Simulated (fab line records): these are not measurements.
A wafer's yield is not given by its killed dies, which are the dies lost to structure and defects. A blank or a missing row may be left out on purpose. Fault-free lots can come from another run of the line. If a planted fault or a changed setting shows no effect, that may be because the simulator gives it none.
Matching of chambers || flow n5Finfet || N5_FIN_CUT_CUT_ETCH_27 on rieDiel-05: 4 sister chambers
The step etches SiO2 in CHF3/O2, target depth 4 nm, overetch 2 nm, time 4.9 s. 4 wafers are shown with their chamber, then 10 later ones without.

## WAFERS WITH THEIR CHAMBER
{"wafer": "L085.3", "chamber": 3, "rfVppV (V)": 553}
{"wafer": "L090.4", "chamber": 2, "rfVppV (V)": 534}
{"wafer": "L091.2", "chamber": 1, "rfVppV (V)": 525}
{"wafer": "L091.3", "chamber": 0, "rfVppV (V)": 485}

## WAFERS WHOSE CHAMBER IS MISSING
{"wafer": "L091.5", "rfVppV (V)": 535}
{"wafer": "L092.1", "rfVppV (V)": 525}
{"wafer": "L092.2", "rfVppV (V)": 553}
{"wafer": "L092.5", "rfVppV (V)": 487}
{"wafer": "L094.2", "rfVppV (V)": 486}
{"wafer": "L094.3", "rfVppV (V)": 553}
{"wafer": "L094.6", "rfVppV (V)": 526}
{"wafer": "L095.2", "rfVppV (V)": 487}
{"wafer": "L095.5", "rfVppV (V)": 554}
{"wafer": "L095.6", "rfVppV (V)": 484}

## CHAMBER TAKEN BY EACH
{"wafer": "L091.5", "from the rows above": 2, "in truth": 2}
{"wafer": "L092.1", "from the rows above": 1, "in truth": 1}
{"wafer": "L092.2", "from the rows above": 3, "in truth": 3}
{"wafer": "L092.5", "from the rows above": 0, "in truth": 0}
{"wafer": "L094.2", "from the rows above": 0, "in truth": 0}
{"wafer": "L094.3", "from the rows above": 3, "in truth": 3}
{"wafer": "L094.6", "from the rows above": 1, "in truth": 1}
{"wafer": "L095.2", "from the rows above": 0, "in truth": 0}
{"wafer": "L095.5", "from the rows above": 3, "in truth": 3}
{"wafer": "L095.6", "from the rows above": 0, "in truth": 0}
Correctly placed: 10 of 10. Not placeable from these rows: 0. Number placed wrongly: 0.
How it was worked out, from the rows above alone: a wafer's distance from a chamber is the root of the sum, over the readings, of the square of ((its reading less the chamber's mean) divided by the reading's scatter). If the next closest chamber is less than 2 further off than the closest, the wafer can't be placed; otherwise it belongs to the closest. For every chamber, the mean is computed from those of its wafers that are shown. The scatter: with one shown wafer a chamber, the root of the mean of the squares of how far each hidden wafer lies from its nearest shown one.
